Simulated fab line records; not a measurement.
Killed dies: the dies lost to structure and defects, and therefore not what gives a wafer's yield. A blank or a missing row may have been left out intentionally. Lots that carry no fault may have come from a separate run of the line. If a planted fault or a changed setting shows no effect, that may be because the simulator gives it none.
Problem report in the 8D (eight disciplines) form, filled by code + flow nand_harc + the parts of the form that need people (team, actions taken, sign-off) are left out

## 1. THE ISSUE
Mean of killed_at_array at NHARC_END_SORT_01: 471 across 6 wafers in 2 lots; on wafers with no fault it is 55 (standard deviation 17). That is +24 standard deviations from the usual mean.
Seen first at day 28 10:04 on prober-02, wafer L806.3. The record holds 6 wafers of 2 lots with a number at this step. The rule behind "out" and "out of limits": a value lying over 4 standard deviations away from the usual mean. All remaining wafers that have a number are taken as sound.

## 2. WHAT IT IS; WHAT IT IS NOT
| question                    | is                           | is not                                                          |
|-----------------------------|------------------------------|-----------------------------------------------------------------|
| which readings at this step | killed_at_array, killed_dies | killed_at_other, killed_at_periphery, killed_open, killed_short |
| which lots                  | L806, L808                   | -                                                               |
| which wafers of those lots  | all that have a number       | -                                                               |
| read on which gauges        | prober-02                    | -                                                               |
| when                        | from day 28 10:04            | up to then (0 sound wafers)                                     |

## 3. WHAT RULES OUT EACH SUSPECT
Counting: a tool stays on the suspect list if, at a process step up to the reading, it processed all lots that are out and no sound lot following the first of them.
- the gauge at NHARC_END_SORT_01: kept. All the wafers that are out were read on prober-02, and no step on other tools shows them out.
- cmp-02 at NHARC_A_DECK1_JOINT_CMP_13 (polishes, target thk 51.023 nm): kept. It ran every lot that is out, first L806 (day 15 06:40), and no sound lot after that.
- pvd_sputter-03 at NHARC_A_BONDPAD_PRE_CLEAN_26 (time 30 s): kept. It ran every lot that is out, first L806 (day 27 03:02), and no sound lot after that. Because NHARC_A_BONDPAD_PRE_CLEAN_26 lacks a start for some lots, the hours and order of its lots are taken from NHARC_A_BONDPAD_CMP_19.
Still standing after the count: cmp-02 at NHARC_A_DECK1_JOINT_CMP_13, pvd_sputter-03 at NHARC_A_BONDPAD_PRE_CLEAN_26, prober-02 at NHARC_END_SORT_01.

## 4. THE CAUSE (what the simulator had put in)
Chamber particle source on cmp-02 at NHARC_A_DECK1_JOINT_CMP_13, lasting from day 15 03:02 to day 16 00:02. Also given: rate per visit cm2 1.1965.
This tool is one of the 3 suspects left after counting.

## 5. SEQUENCE OF EFFECTS, ordered by route
One row per reading whose mean, taken over the struck wafers that have a number, lies over 3 standard deviations from the usual. Only readings for which the record gives a usual standard deviation are gone through. hours: the time from each lot's start at the first step in this table that gives one to its start at this step, as a median over the lots. sigmas: the change in usual standard deviations.
| hours | step              | reading         | usual | on struck wafers | change | sigmas |
|-------|-------------------|-----------------|-------|------------------|--------|--------|
| 0     | NHARC_END_SORT_01 | killed_at_array | 55    | 471              | +416   | +24    |
| 0     | NHARC_END_SORT_01 | killed_dies     | 59    | 473              | +414   | +24    |

## 6. HOW IT WOULD HAVE BEEN CAUGHT EARLIER
The first out-of-limits reading at a measuring or inspecting step in this record came at day 28 10:04, 319 hours after the fault's start at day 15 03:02.
Tool readings at NHARC_A_DECK1_JOINT_CMP_13 with a usual standard deviation given in the record: none out on any struck wafer, hence no alarm at a limit of 4 standard deviations on them.
By day 28 10:04 the whole set of lots that are out, 2 in number, had already begun NHARC_A_DECK1_JOINT_CMP_13 on cmp-02. Had the tool been put on hold then, not one of them would have been saved.
